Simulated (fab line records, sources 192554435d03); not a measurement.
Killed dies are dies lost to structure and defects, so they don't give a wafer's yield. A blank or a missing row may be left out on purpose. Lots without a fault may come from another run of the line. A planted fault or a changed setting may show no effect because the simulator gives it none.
Chamber matching | flow n5_finfet | N5_BEOL_M8_ALD_77 on ald_metal-03: 4 sister chambers
The step deposits TaN, target thk 2 nm, pulse time 2 s, purge time 3 s. 16 wafers are shown with their chamber, then 8 later ones without.

WAFERS WITH THEIR CHAMBER
wafer  | chamber | heater_power_w (W) | mfc_carrier_sccm (sccm)
L077.2 | 2       | 386                | 1505
L077.3 | 1       | 412                | 1504
L077.4 | 0       | 401                | 1499
L082.2 | 1       | 425                | 1510
L082.5 | 1       | 418                | 1508
L082.6 | 2       | 390                | 1507
L088.2 | 2       | 391                | 1502
L088.3 | 0       | 394                | 1497
L088.6 | 0       | 402                | 1496
L089.3 | 1       | 419                | 1492
L089.4 | 3       | 333                | 1499
L089.6 | 0       | 400                | 1505
L087.1 | 1       | 420                | 1504
L087.3 | 0       | 398                | 1503
L087.5 | 0       | 397                | 1502
L094.2 | 1       | 430                | 1503

SIGNATURES (means of the wafers above)
reading          | chamber 0 | chamber 1 | chamber 2 | chamber 3 | scatter within a chamber
heater_power_w   | 398.67    | 420.67    | 389.00    | 333.00    | 4.55
mfc_carrier_sccm | 1500.33   | 1503.50   | 1504.67   | 1499.00   | 4.76
Rule: a wafer's distance from a chamber is the root of the sum, over the readings, of the square of ((its reading less the chamber's mean) divided by the reading's scatter). The wafer belongs to the nearest chamber; if the next one is less than 2 further off, it can't be placed. The scatter: the root of (the sum of the squares of (reading less its chamber's mean) over the shown wafers, divided by (wafers less chambers)).

WAFERS WITHOUT THEIR CHAMBER
wafer  | heater_power_w (W) | mfc_carrier_sccm (sccm)
L094.5 | 389                | 1502
L094.6 | 349                | 1505
L093.1 | 386                | 1506
L093.4 | 391                | 1501
L093.5 | 392                | 1501
L097.1 | 400                | 1507
L097.2 | 394                | 1503
L097.5 | 400                | 1499

WHICH CHAMBER EACH WENT THROUGH
wafer  | from the rows above     | in truth
L094.5 | can't be placed: 2 or 0 | 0
L094.6 | 3                       | 3
L093.1 | 2                       | 2
L093.4 | can't be placed: 2 or 0 | 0
L093.5 | can't be placed: 2 or 0 | 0
L097.1 | can't be placed: 0 or 2 | 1
L097.2 | can't be placed: 2 or 0 | 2
L097.5 | 0                       | 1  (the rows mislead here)
Placed correctly: 2 of 8. Can't be placed from these rows: 5 (the true chamber is among the candidates in 4). Placed wrongly: 1.
